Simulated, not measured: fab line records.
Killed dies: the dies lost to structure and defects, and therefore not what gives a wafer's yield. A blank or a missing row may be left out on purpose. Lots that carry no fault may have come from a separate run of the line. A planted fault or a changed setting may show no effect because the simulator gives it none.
fab line records :: flow nandHarc
[record]
  lots = 6
  wafers = 18
  lastDay = 33
route steps=1302 shown A_ONON_D1@445 A_CHANNEL_HOLE_D1@450 END@1302
lots with no fault: from the same line, run without faults
startH: the number of hours between the record's first day and the start of the first shown wafer of the lot :: waitH: how many hours have passed since the lot's step before this one :: " unchanged from the row above :: L1.1+2: a row that stands for several wafers :: - no value present, or no start provided :: * or withheld: withheld :: < > ~ a bound
route shown NAME@n: NAME is a module with steps in the file, n the number in the route of the first one :: usual: average and standard deviation across the fault-free wafers :: same: alike in all rows :: chamber/n: place in a boat :: sites: each site's reading :: _std_site: the standard deviation of these :: _edge_site: outer sites' mean less inner sites' :: radiusMm: how far each site lies from the wafer's centre :: mask NAME#n: copy n :: behind: the tool/chamber that last shaped the wafer :: hold: what put the lot on hold/how long, in hours/how the hold closed :: device: transistor that didn't switch, given as n, p or np :: end of line: the route-end tests of the same wafers :: for a step that has no rows: nothing shown but its recipe :: killed: dies that structure and defects cost at the first sort, which is not the same as the wafer's yield :: map: the dies of a wafer, with x for killed, . for not killed, _ for no die there
set.NAME: the setting as run; set.NAME@STEP: as run at that earlier step :: model.NAME: the simulator's own value behind a step, which no gauge read
lots seen at some steps along the route; tables by step, rows by wafer
services: the hour from which a tool's chamber was out of use, counted from the record's first day as startH (under 0 if before that day), plus the number of hours and why
[[steps]]
[step NHARC_A_ONON_D1_THK_MEAS_30]
[recipe]
  thkMeasGauge = ellipsometry
[usual]
  thkNm = 1000/11
lot.wafer: L415.1
tool: filmMetro-02
chamber: -
startH: 199.95
waitH: -
thkNm: 1009

lot.wafer: L415.4
tool: filmMetro-02
chamber: -
startH: 199.95
waitH: -
thkNm: 1012

lot.wafer: L415.6
tool: filmMetro-02
chamber: -
startH: 199.95
waitH: -
thkNm: 1011

lot.wafer: L422.2
tool: filmMetro-01
chamber: -
startH: 276.51
waitH: -
thkNm: 986

lot.wafer: L422.4
tool: filmMetro-01
chamber: -
startH: 276.51
waitH: -
thkNm: 986

lot.wafer: L422.6
tool: filmMetro-01
chamber: -
startH: 276.51
waitH: -
thkNm: 985

lot.wafer: L425.1
tool: filmMetro-01
chamber: -
startH: 309.49
waitH: -
thkNm: 1016

lot.wafer: L425.3
tool: filmMetro-01
chamber: -
startH: 309.49
waitH: -
thkNm: 1017

lot.wafer: L425.5
tool: filmMetro-01
chamber: -
startH: 309.49
waitH: -
thkNm: 1015

lot.wafer: L426.3
tool: filmMetro-02
chamber: -
startH: 321.83
waitH: -
thkNm: 977

lot.wafer: L426.4
tool: filmMetro-02
chamber: -
startH: 321.83
waitH: -
thkNm: 977

lot.wafer: L426.6
tool: filmMetro-02
chamber: -
startH: 321.83
waitH: -
thkNm: 978

lot.wafer: L433.1
tool: filmMetro-02
chamber: -
startH: 388.30
waitH: -
thkNm: 1006

lot.wafer: L433.4
tool: filmMetro-02
chamber: -
startH: 388.30
waitH: -
thkNm: 1006

lot.wafer: L433.5
tool: filmMetro-02
chamber: -
startH: 388.30
waitH: -
thkNm: 1008

lot.wafer: L435.1
tool: filmMetro-01
chamber: -
startH: 409.54
waitH: -
thkNm: 1004

lot.wafer: L435.2
tool: filmMetro-01
chamber: -
startH: 409.54
waitH: -
thkNm: 1006

lot.wafer: L435.5
tool: filmMetro-01
chamber: -
startH: 409.54
waitH: -
thkNm: 1007
[step NHARC_A_ONON_D1_DEP_33]
[recipe]
  targetThkA = 2000
  tempC = 400
  pressureTorr = 6.5
  rfW = 900
  teosFlowSccm = 161.4
  flowSccm = 2650
  targetThkNm = 200
  gas = O2
  material = SiO2
[usual]
  heaterPowerW = 518/95
  susceptorTempC = 399.98/0.21
  throttleValvePct = 16.0/0.43
lot.wafer: L415.1
tool: pecvd-03
chamber: 0
startH: 200.09
waitH: 0.1
heaterPowerW: 575
susceptorTempC: 400.07
throttleValvePct: 16.1

lot.wafer: L415.4
tool: pecvd-03
chamber: 1
startH: 200.09
waitH: 0.1
heaterPowerW: 664
susceptorTempC: 399.57
throttleValvePct: 16.2

lot.wafer: L415.6
tool: pecvd-03
chamber: 0
startH: 200.09
waitH: 0.1
heaterPowerW: 593
susceptorTempC: 399.93
throttleValvePct: 16.2

lot.wafer: L422.2
tool: pecvd-03
chamber: 0
startH: 276.75
waitH: 0.2
heaterPowerW: 598
susceptorTempC: 400.15
throttleValvePct: 16.2

lot.wafer: L422.6
tool: pecvd-03
chamber: 2
startH: 276.75
waitH: 0.2
heaterPowerW: 373
susceptorTempC: 399.77
throttleValvePct: 16.0

lot.wafer: L422.4
tool: pecvd-03
chamber: 0
startH: 276.75
waitH: 0.2
heaterPowerW: 617
susceptorTempC: 399.92
throttleValvePct: 16.3

lot.wafer: L425.1
tool: pecvd-04
chamber: 1
startH: 309.55
waitH: 0.1
heaterPowerW: 563
susceptorTempC: 399.86
throttleValvePct: 16.4

lot.wafer: L425.3
tool: pecvd-04
chamber: 0
startH: 309.55
waitH: 0.1
heaterPowerW: 370
susceptorTempC: 400.13
throttleValvePct: 16.2

lot.wafer: L425.5
tool: pecvd-04
chamber: 1
startH: 309.55
waitH: 0.1
heaterPowerW: 590
susceptorTempC: 400.14
throttleValvePct: 16.6

lot.wafer: L426.3
tool: pecvd-03
chamber: 1
startH: 322.03
waitH: 0.2
heaterPowerW: 603
susceptorTempC: 400.16
throttleValvePct: 16.5

lot.wafer: L426.4
tool: pecvd-03
chamber: 0
startH: 322.03
waitH: 0.2
heaterPowerW: 543
susceptorTempC: 399.80
throttleValvePct: 16.2

lot.wafer: L426.6
tool: pecvd-03
chamber: 1
startH: 322.03
waitH: 0.2
heaterPowerW: 606
susceptorTempC: 400.06
throttleValvePct: 16.3

lot.wafer: L433.1
tool: pecvd-04
chamber: 0
startH: 388.45
waitH: 0.1
heaterPowerW: 478
susceptorTempC: 400.13
throttleValvePct: 15.9

lot.wafer: L433.5
tool: pecvd-04
chamber: 2
startH: 388.45
waitH: 0.1
heaterPowerW: 419
susceptorTempC: 399.98
throttleValvePct: 15.6

lot.wafer: L433.4
tool: pecvd-04
chamber: 0
startH: 388.45
waitH: 0.1
heaterPowerW: 474
susceptorTempC: 400.34
throttleValvePct: 16.1

lot.wafer: L435.2
tool: pecvd-03
chamber: 0
startH: 409.64
waitH: 0.1
heaterPowerW: 656
susceptorTempC: 399.67
throttleValvePct: 16.0

lot.wafer: L435.1
tool: pecvd-03
chamber: 1
startH: 409.64
waitH: 0.1
heaterPowerW: 651
susceptorTempC: 400.08
throttleValvePct: 16.1

lot.wafer: L435.5
tool: pecvd-03
chamber: 1
startH: 409.64
waitH: 0.1
heaterPowerW: 649
susceptorTempC: 399.99
throttleValvePct: 16.1
[step NHARC_A_ONON_D1_THK_MEAS_34]
[recipe]
  thkMeasGauge = ellipsometry
[usual]
  thkNm = 199.9/2.8
lot.wafer: L415.1
tool: filmMetro-01
chamber: -
startH: 200.42
waitH: -
thkNm: 200.6

lot.wafer: L415.4
tool: filmMetro-01
chamber: -
startH: 200.42
waitH: -
thkNm: 204.0

lot.wafer: L415.6
tool: filmMetro-01
chamber: -
startH: 200.42
waitH: -
thkNm: 203.3

lot.wafer: L422.2
tool: filmMetro-02
chamber: -
startH: 277.07
waitH: -
thkNm: 199.2

lot.wafer: L422.4
tool: filmMetro-02
chamber: -
startH: 277.07
waitH: -
thkNm: 203.3

lot.wafer: L422.6
tool: filmMetro-02
chamber: -
startH: 277.07
waitH: -
thkNm: 203.6

lot.wafer: L425.1
tool: filmMetro-02
chamber: -
startH: 309.96
waitH: -
thkNm: 197.4

lot.wafer: L425.3
tool: filmMetro-02
chamber: -
startH: 309.96
waitH: -
thkNm: 196.1

lot.wafer: L425.5
tool: filmMetro-02
chamber: -
startH: 309.96
waitH: -
thkNm: 196.3

lot.wafer: L426.3
tool: filmMetro-02
chamber: -
startH: 322.41
waitH: -
thkNm: 198.6

lot.wafer: L426.4
tool: filmMetro-02
chamber: -
startH: 322.41
waitH: -
thkNm: 205.5

lot.wafer: L426.6
tool: filmMetro-02
chamber: -
startH: 322.41
waitH: -
thkNm: 203.2

lot.wafer: L433.1
tool: filmMetro-02
chamber: -
startH: 388.78
waitH: -
thkNm: 194.1

lot.wafer: L433.4
tool: filmMetro-02
chamber: -
startH: 388.78
waitH: -
thkNm: 200.0

lot.wafer: L433.5
tool: filmMetro-02
chamber: -
startH: 388.78
waitH: -
thkNm: 201.8

lot.wafer: L435.1
tool: filmMetro-02
chamber: -
startH: 410.01
waitH: -
thkNm: 198.3

lot.wafer: L435.2
tool: filmMetro-02
chamber: -
startH: 410.01
waitH: -
thkNm: 201.5

lot.wafer: L435.5
tool: filmMetro-02
chamber: -
startH: 410.01
waitH: -
thkNm: 203.3
[step NHARC_A_ONON_D1_INSPECT_32]
[usual]
  rawDefectCount = 72/21
lot.wafer: L415.1
tool: defectInspect-02
chamber: -
startH: 200.50
waitH: 0.0
rawDefectCount: 103

lot.wafer: L415.4
tool: defectInspect-02
chamber: -
startH: 200.50
waitH: 0.0
rawDefectCount: 44

lot.wafer: L415.6
tool: defectInspect-02
chamber: -
startH: 200.50
waitH: 0.0
rawDefectCount: 74

lot.wafer: L422.2
tool: defectInspect-02
chamber: -
startH: 277.15
waitH: 0.0
rawDefectCount: 76

lot.wafer: L422.4
tool: defectInspect-02
chamber: -
startH: 277.15
waitH: 0.0
rawDefectCount: 60

lot.wafer: L422.6
tool: defectInspect-02
chamber: -
startH: 277.15
waitH: 0.0
rawDefectCount: 88

lot.wafer: L425.1
tool: defectInspect-02
chamber: -
startH: 310.05
waitH: 0.0
rawDefectCount: 87

lot.wafer: L425.3
tool: defectInspect-02
chamber: -
startH: 310.05
waitH: 0.0
rawDefectCount: 90

lot.wafer: L425.5
tool: defectInspect-02
chamber: -
startH: 310.05
waitH: 0.0
rawDefectCount: 67

lot.wafer: L426.3
tool: defectInspect-01
chamber: -
startH: 322.47
waitH: 0.0
rawDefectCount: 77

lot.wafer: L426.4
tool: defectInspect-01
chamber: -
startH: 322.47
waitH: 0.0
rawDefectCount: 79

lot.wafer: L426.6
tool: defectInspect-01
chamber: -
startH: 322.47
waitH: 0.0
rawDefectCount: 83

lot.wafer: L433.1
tool: defectInspect-01
chamber: -
startH: 388.84
waitH: 0.0
rawDefectCount: 49

lot.wafer: L433.4
tool: defectInspect-01
chamber: -
startH: 388.84
waitH: 0.0
rawDefectCount: 84

lot.wafer: L433.5
tool: defectInspect-01
chamber: -
startH: 388.84
waitH: 0.0
rawDefectCount: 33

lot.wafer: L435.1
tool: defectInspect-02
chamber: -
startH: 410.09
waitH: 0.0
rawDefectCount: 84

lot.wafer: L435.2
tool: defectInspect-02
chamber: -
startH: 410.09
waitH: 0.0
rawDefectCount: 65

lot.wafer: L435.5
tool: defectInspect-02
chamber: -
startH: 410.09
waitH: 0.0
rawDefectCount: 78
[step NHARC_A_CHANNEL_HOLE_D1_DEP_00]
[recipe]
  targetThkA = 31000
  tempC = 400
  material = aC
[usual]
  susceptorTempC = 400.04/0.2
  throttleValvePct = 35.000/0.0083
lot.wafer: L415.1
tool: aclDep-02
chamber: 0
startH: 202.73
waitH: 2.2
susceptorTempC: 400.01
throttleValvePct: 35.005

lot.wafer: L415.4
tool: aclDep-02
chamber: 0
startH: 202.73
waitH: 2.2
susceptorTempC: 400.38
throttleValvePct: 34.993

lot.wafer: L415.6
tool: aclDep-02
chamber: 0
startH: 202.73
waitH: 2.2
susceptorTempC: 400.11
throttleValvePct: 34.981

lot.wafer: L422.2
tool: aclDep-02
chamber: 0
startH: 277.53
waitH: 0.4
susceptorTempC: -
throttleValvePct: 34.985

lot.wafer: L422.4
tool: aclDep-02
chamber: 0
startH: 277.53
waitH: 0.4
susceptorTempC: -
throttleValvePct: 34.997

lot.wafer: L422.6
tool: aclDep-02
chamber: 0
startH: 277.53
waitH: 0.4
susceptorTempC: -
throttleValvePct: 35.004

lot.wafer: L425.1
tool: aclDep-03
chamber: 0
startH: 314.46
waitH: 4.4
susceptorTempC: 399.81
throttleValvePct: 34.992

lot.wafer: L425.3
tool: aclDep-03
chamber: 0
startH: 314.46
waitH: 4.4
susceptorTempC: 399.66
throttleValvePct: 34.994

lot.wafer: L425.5
tool: aclDep-03
chamber: 0
startH: 314.46
waitH: 4.4
susceptorTempC: 399.66
throttleValvePct: 35.020

lot.wafer: L426.3
tool: aclDep-03
chamber: 0
startH: 324.69
waitH: 2.2
susceptorTempC: 399.86
throttleValvePct: 35.010

lot.wafer: L426.4
tool: aclDep-03
chamber: 0
startH: 324.69
waitH: 2.2
susceptorTempC: 400.40
throttleValvePct: 34.996

lot.wafer: L426.6
tool: aclDep-03
chamber: 0
startH: 324.69
waitH: 2.2
susceptorTempC: 400.16
throttleValvePct: 35.004

lot.wafer: L433.1
tool: aclDep-02
chamber: 0
startH: 388.91
waitH: 0.1
susceptorTempC: 400.23
throttleValvePct: 34.992

lot.wafer: L433.4
tool: aclDep-02
chamber: 0
startH: 388.91
waitH: 0.1
susceptorTempC: 400.06
throttleValvePct: 35.002

lot.wafer: L433.5
tool: aclDep-02
chamber: 0
startH: 388.91
waitH: 0.1
susceptorTempC: 400.09
throttleValvePct: 35.003

lot.wafer: L435.1
tool: aclDep-03
chamber: 0
startH: 410.16
waitH: 0.1
susceptorTempC: 400.37
throttleValvePct: 34.980

lot.wafer: L435.2
tool: aclDep-03
chamber: 0
startH: 410.16
waitH: 0.1
susceptorTempC: 400.09
throttleValvePct: 34.999

lot.wafer: L435.5
tool: aclDep-03
chamber: 0
startH: 410.16
waitH: 0.1
susceptorTempC: 400.12
throttleValvePct: 34.997
[step NHARC_A_CHANNEL_HOLE_D1_DEP_01]
[recipe]
  targetThkA = 1400
  targetThkNm = 140
  tempC = 400
  pressureTorr = 3.5
  flowSccm = 200
  rfW = 350
  material = SiON
[usual]
  heaterPowerW = 690/56
  susceptorTempC = 400.07/0.23
lot.wafer: L415.1
tool: pecvd-02
chamber: 0
startH: 204.65
waitH: 1.6
heaterPowerW: 696
susceptorTempC: 399.56

lot.wafer: L415.6
tool: pecvd-02
chamber: 0
startH: 204.65
waitH: 1.6
heaterPowerW: 725
susceptorTempC: 399.61

lot.wafer: L415.4
tool: pecvd-02
chamber: 1
startH: 204.65
waitH: 1.6
heaterPowerW: 694
susceptorTempC: 400.17

lot.wafer: L422.2
tool: pecvd-02
chamber: 0
startH: 279.19
waitH: 1.3
heaterPowerW: 708
susceptorTempC: 400.11

lot.wafer: L422.6
tool: pecvd-02
chamber: 1
startH: 279.19
waitH: 1.3
heaterPowerW: 674
susceptorTempC: 400.20

lot.wafer: L422.4
tool: pecvd-02
chamber: 0
startH: 279.19
waitH: 1.3
heaterPowerW: 718
susceptorTempC: 400.33

lot.wafer: L425.1
tool: pecvd-02
chamber: 2
startH: 316.44
waitH: 1.7
heaterPowerW: 742
susceptorTempC: 400.27

lot.wafer: L425.3
tool: pecvd-02
chamber: 0
startH: 316.44
waitH: 1.7
heaterPowerW: 720
susceptorTempC: 399.86

lot.wafer: L425.5
tool: pecvd-02
chamber: 1
startH: 316.44
waitH: 1.7
heaterPowerW: 702
susceptorTempC: 399.99

lot.wafer: L426.3
tool: pecvd-01
chamber: 0
startH: 326.09
waitH: 1.1
heaterPowerW: 790
susceptorTempC: 400.11

lot.wafer: L426.4
tool: pecvd-01
chamber: 0
startH: 326.09
waitH: 1.1
heaterPowerW: 794
susceptorTempC: 400.50

lot.wafer: L426.6
tool: pecvd-01
chamber: 1
startH: 326.09
waitH: 1.1
heaterPowerW: 637
susceptorTempC: 400.24

lot.wafer: L433.1
tool: pecvd-02
chamber: 0
startH: 390.83
waitH: 1.6
heaterPowerW: 780
susceptorTempC: 400.18

lot.wafer: L433.4
tool: pecvd-02
chamber: 0
startH: 390.83
waitH: 1.6
heaterPowerW: 649
susceptorTempC: 399.53

lot.wafer: L433.5
tool: pecvd-02
chamber: 0
startH: 390.83
waitH: 1.6
heaterPowerW: 651
susceptorTempC: 400.16

lot.wafer: L435.1
tool: pecvd-01
chamber: 0
startH: 412.12
waitH: 1.6
heaterPowerW: 688
susceptorTempC: 400.26

lot.wafer: L435.2
tool: pecvd-01
chamber: 1
startH: 412.12
waitH: 1.6
heaterPowerW: 601
susceptorTempC: 399.95

lot.wafer: L435.5
tool: pecvd-01
chamber: 0
startH: 412.12
waitH: 1.6
heaterPowerW: 679
susceptorTempC: 400.18
[step NHARC_A_CHANNEL_HOLE_D1_DEHYDRATE_02]
[recipe]
  tempC = 150
  timeS = 120
[step NHARC_A_CHANNEL_HOLE_D1_HMDS_03]
[recipe]
  timeS = 30
[step NHARC_A_CHANNEL_HOLE_D1_COAT_36]
[recipe]
  tempC = 260
  timeS = 75
[step NHARC_A_CHANNEL_HOLE_D1_COAT_37]
[recipe]
  tempC = 225
  timeS = 65
[step NHARC_A_CHANNEL_HOLE_D1_COAT_04]
[recipe]
  spinRpm = 1500
  resistThkNm = 90
[step NHARC_A_CHANNEL_HOLE_D1_SOFTBAKE_05]
[recipe]
  tempC = 105
  timeS = 55
[usual]
  heaterPowerTotalW = 188.46/0.15
  plateTempC = 105.01/0.14
lot.wafer: L415.1
tool: lithoTrack-01
chamber: 0
startH: 204
waitH: -
heaterPowerTotalW: 188.27
plateTempC: 105.00

lot.wafer: L415.4
tool: lithoTrack-01
chamber: 0
startH: 204
waitH: -
heaterPowerTotalW: 188.29
plateTempC: 105.08

lot.wafer: L415.6
tool: lithoTrack-01
chamber: 0
startH: 204
waitH: -
heaterPowerTotalW: 188.36
plateTempC: 105.07

lot.wafer: L422.2
tool: lithoTrack-06
chamber: 0
startH: 279
waitH: -
heaterPowerTotalW: 188.46
plateTempC: 105.07

lot.wafer: L422.4
tool: lithoTrack-06
chamber: 0
startH: 279
waitH: -
heaterPowerTotalW: 188.64
plateTempC: 105.17

lot.wafer: L422.6
tool: lithoTrack-06
chamber: 0
startH: 279
waitH: -
heaterPowerTotalW: 188.39
plateTempC: 104.92

lot.wafer: L425.1
tool: lithoTrack-01
chamber: 0
startH: 316
waitH: -
heaterPowerTotalW: 199.20
plateTempC: 109.39

lot.wafer: L425.3
tool: lithoTrack-01
chamber: 0
startH: 316
waitH: -
heaterPowerTotalW: 199.03
plateTempC: 109.47

lot.wafer: L425.5
tool: lithoTrack-01
chamber: 0
startH: 316
waitH: -
heaterPowerTotalW: 198.92
plateTempC: 109.50

lot.wafer: L426.3
tool: lithoTrack-01
chamber: 0
startH: 326
waitH: -
heaterPowerTotalW: 198.92
plateTempC: 109.34

lot.wafer: L426.4
tool: lithoTrack-01
chamber: 0
startH: 326
waitH: -
heaterPowerTotalW: 198.81
plateTempC: 109.36

lot.wafer: L426.6
tool: lithoTrack-01
chamber: 0
startH: 326
waitH: -
heaterPowerTotalW: 198.82
plateTempC: 109.36

lot.wafer: L433.1
tool: lithoTrack-01
chamber: 0
startH: 391
waitH: -
heaterPowerTotalW: 188.39
plateTempC: 105.22

lot.wafer: L433.4
tool: lithoTrack-01
chamber: 0
startH: 391
waitH: -
heaterPowerTotalW: 188.33
plateTempC: 104.92

lot.wafer: L433.5
tool: lithoTrack-01
chamber: 0
startH: 391
waitH: -
heaterPowerTotalW: 188.45
plateTempC: 105.11

lot.wafer: L435.1
tool: lithoTrack-04
chamber: 0
startH: 412
waitH: -
heaterPowerTotalW: 188.46
plateTempC: 104.88

lot.wafer: L435.2
tool: lithoTrack-04
chamber: 0
startH: 412
waitH: -
heaterPowerTotalW: 188.30
plateTempC: 105.08

lot.wafer: L435.5
tool: lithoTrack-04
chamber: 0
startH: 412
waitH: -
heaterPowerTotalW: 188.43
plateTempC: 104.90
[step NHARC_A_CHANNEL_HOLE_D1_EBR_06]
[step NHARC_END_SORT_01]
[recipe]
  tempC = 25
[usual]
  killedAtArray = 51/18
  killedAtOther = 1.0/1.2
  killedAtPeriphery = 3.7/2.9
  killedDies = 55/19
  killedOpen = 3.5/1.9
  killedShort = 2.6/1.6
[same]
  grossDies = 677
lot.wafer: L426.3
tool: prober-02
chamber: 0
startH: 710.54
waitH: 3.1
killedAtArray: 50
killedAtOther: 0
killedAtPeriphery: 12
killedDies: 62
killedOpen: 2
killedShort: 1

lot.wafer: L426.4
tool: prober-02
chamber: 0
startH: 711.34
waitH: 3.4
killedAtArray: 51
killedAtOther: 1
killedAtPeriphery: 10
killedDies: 62
killedOpen: 5
killedShort: 1

lot.wafer: L426.6
tool: prober-02
chamber: 0
startH: 712.93
waitH: 4.0
killedAtArray: 54
killedAtOther: 1
killedAtPeriphery: 7
killedDies: 62
killedOpen: 3
killedShort: 2
// killed by level:class
L426.3 A_CHANNEL_HOLE_D2:chamberFilmFlake=24 A_SLIT:chamberFilmFlake=10 A_STAIRCASE:chamberFilmFlake=6 P_BONDPAD:chamberFilmFlake=5 A_CHANNEL_HOLE_D1:chamberFilmFlake=5 P_CONTACT:chamberFilmFlake=4 P_GATE:chamberFilmFlake=3 A_CONTACT:chamberFilmFlake=2
L426.4 A_SLIT:chamberFilmFlake=27 A_CHANNEL_HOLE_D2:chamberFilmFlake=8 A_STAIRCASE:chamberFilmFlake=5 P_BONDPAD:chamberFilmFlake=4 P_CONTACT:chamberFilmFlake=3 P_GATE:chamberFilmFlake=2 A_WL_FILL:chamberFilmFlake=2 A_CONTACT:chamberFilmFlake=2
L426.6 A_SLIT:chamberFilmFlake=34 A_CHANNEL_HOLE_D2:chamberFilmFlake=7 P_CONTACT:chamberFilmFlake=4 A_STAIRCASE:chamberFilmFlake=4 A_CHANNEL_HOLE_D1:chamberFilmFlake=3 P_BONDPAD:chamberFilmFlake=2 A_WL_FILL:chamberFilmFlake=2 A_ONON_D2:geometricParticle:short=1
[[services]]
tool: lithoTrack-06
chamber: -
startH: 179.00
hours: 7.0
kind: pm

tool: pecvd-03
chamber: -
startH: 185.00
hours: 13.0
kind: pm

tool: pecvd-02
chamber: -
startH: 199.28
hours: 1.1
kind: repair

tool: pecvd-02
chamber: 0
startH: 220.03
hours: 10.7
kind: repair

tool: pecvd-02
chamber: -
startH: 227.00
hours: 13.0
kind: pm

tool: aclDep-02
chamber: -
startH: 244.24
hours: 13.0
kind: pm

tool: pecvd-01
chamber: -
startH: 263.46
hours: 2.7
kind: repair

tool: pecvd-04
chamber: -
startH: 269.38
hours: 13.0
kind: pm

tool: pecvd-02
chamber: -
startH: 290.81
hours: 1.7
kind: repair

tool: pecvd-01
chamber: 2
startH: 299.59
hours: 11.9
kind: repair

tool: aclDep-03
chamber: -
startH: 299.60
hours: 13.0
kind: pm

tool: pecvd-03
chamber: -
startH: 305.98
hours: 0.3
kind: repair

tool: aclDep-02
chamber: -
startH: 310.91
hours: 2.0
kind: repair

tool: pecvd-01
chamber: -
startH: 311.00
hours: 13.0
kind: pm

tool: pecvd-03
chamber: -
startH: 317.97
hours: 1.2
kind: repair

tool: lithoTrack-01
chamber: -
startH: 330.00
hours: 7.0
kind: pm

tool: pecvd-01
chamber: 1
startH: 331.17
hours: 8.5
kind: repair

tool: pecvd-01
chamber: -
startH: 332.68
hours: 0.8
kind: repair

tool: pecvd-03
chamber: -
startH: 366.00
hours: 13.0
kind: pm

tool: pecvd-03
chamber: -
startH: 379.03
hours: 0.9
kind: repair

tool: pecvd-04
chamber: 1
startH: 380.23
hours: 3.6
kind: repair

tool: pecvd-02
chamber: 2
startH: 388.39
hours: 26.4
kind: repair

tool: pecvd-02
chamber: 1
startH: 390.43
hours: 26.2
kind: repair

tool: pecvd-02
chamber: -
startH: 408.56
hours: 13.0
kind: pm
[[key]]
[firstSign]
  step = NHARC_A_CHANNEL_HOLE_D1_SOFTBAKE_05
  reading = heaterPowerTotalW
  direction = up
  sigmas = 72
  usual = *
  struck = *
[effect]
  step = NHARC_A_CHANNEL_HOLE_D1_SOFTBAKE_05
  reading = plateTempC
  direction = up
  sigmas = 31
  usual = *
  struck = *
metAt NHARC_A_CHANNEL_HOLE_D1_SOFTBAKE_05
struckWafers L425.1,L425.3,L425.5,L426.3,L426.4,L426.6
testerLeftOut L425,L426
onsetBetween 204 316
[fault]
  kind = processParameterDrift
  tool = lithoTrack-01
  chamber = -
  onsetH = 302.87
  steps = NHARC_A_CHANNEL_HOLE_D1_SOFTBAKE_05
  channel = tempC
  offset = *
  shape = step
  endH = 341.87
  actsIn = *
  stated = *
// testerLeftOut: of these lots the tester's yield and bins aren't shown, on N5 and GAA mostly nor the transistor test; their killed dies are dies lost to structure and defects alone, not to doping, threshold or leakage, so they don't give the yield
